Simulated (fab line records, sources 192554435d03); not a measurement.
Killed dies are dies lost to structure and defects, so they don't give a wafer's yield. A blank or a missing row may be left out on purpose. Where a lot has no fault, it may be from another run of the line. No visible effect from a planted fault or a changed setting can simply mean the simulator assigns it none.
Matching of chambers :: flow n5Finfet :: 4 sister chambers for N5_FIN_SAQP_SPACER1_ETCHBACK_25 on rieDiel-03
The step etches SiO2 in CHF3/O2, target depth 24.4 nm, time 12.2 s. 4 wafers are shown with their chamber, then 8 later ones without.

## EACH WAFER AND ITS CHAMBER
wafer: L075.5
chamber: 2
showerheadPlenumPTorr (Torr): 2.31

wafer: L084.2
chamber: 1
showerheadPlenumPTorr (Torr): 2.53

wafer: L084.5
chamber: 3
showerheadPlenumPTorr (Torr): 2.29

wafer: L090.1
chamber: 0
showerheadPlenumPTorr (Torr): 2.38

## WAFERS WITHOUT THEIR CHAMBER
wafer: L090.2
showerheadPlenumPTorr (Torr): 2.28

wafer: L090.6
showerheadPlenumPTorr (Torr): 2.30

wafer: L093.3
showerheadPlenumPTorr (Torr): 2.52

wafer: L093.5
showerheadPlenumPTorr (Torr): 2.28

wafer: L093.6
showerheadPlenumPTorr (Torr): 2.38

wafer: L095.1
showerheadPlenumPTorr (Torr): 2.52

wafer: L095.2
showerheadPlenumPTorr (Torr): 2.28

wafer: L095.3
showerheadPlenumPTorr (Torr): 2.38

## WHICH CHAMBER EACH ONE RAN IN
wafer: L090.2
from the rows above: 3
in truth: 3

wafer: L090.6
from the rows above: can't be placed: 3 or 2
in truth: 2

wafer: L093.3
from the rows above: 1
in truth: 1

wafer: L093.5
from the rows above: 3
in truth: 3

wafer: L093.6
from the rows above: 0
in truth: 0

wafer: L095.1
from the rows above: 1
in truth: 1

wafer: L095.2
from the rows above: 3
in truth: 3

wafer: L095.3
from the rows above: 0
in truth: 0
Correctly placed: 7 of 8. Cannot be placed on the basis of these rows: 1; the candidates contain the true chamber in 1. Number placed wrongly: 0.
How it was worked out, from the rows above alone: a wafer's distance from a chamber is the root of the sum, over the readings, of the square of ((its reading less the chamber's mean) divided by the reading's scatter). If the next closest chamber is less than 2 further off than the closest, the wafer can't be placed; otherwise it belongs to the closest. The mean given for a chamber averages the wafers shown for that chamber. The scatter (one wafer shown for each chamber): square how far every hidden wafer sits from the nearest shown wafer, average those squares and take the square root.
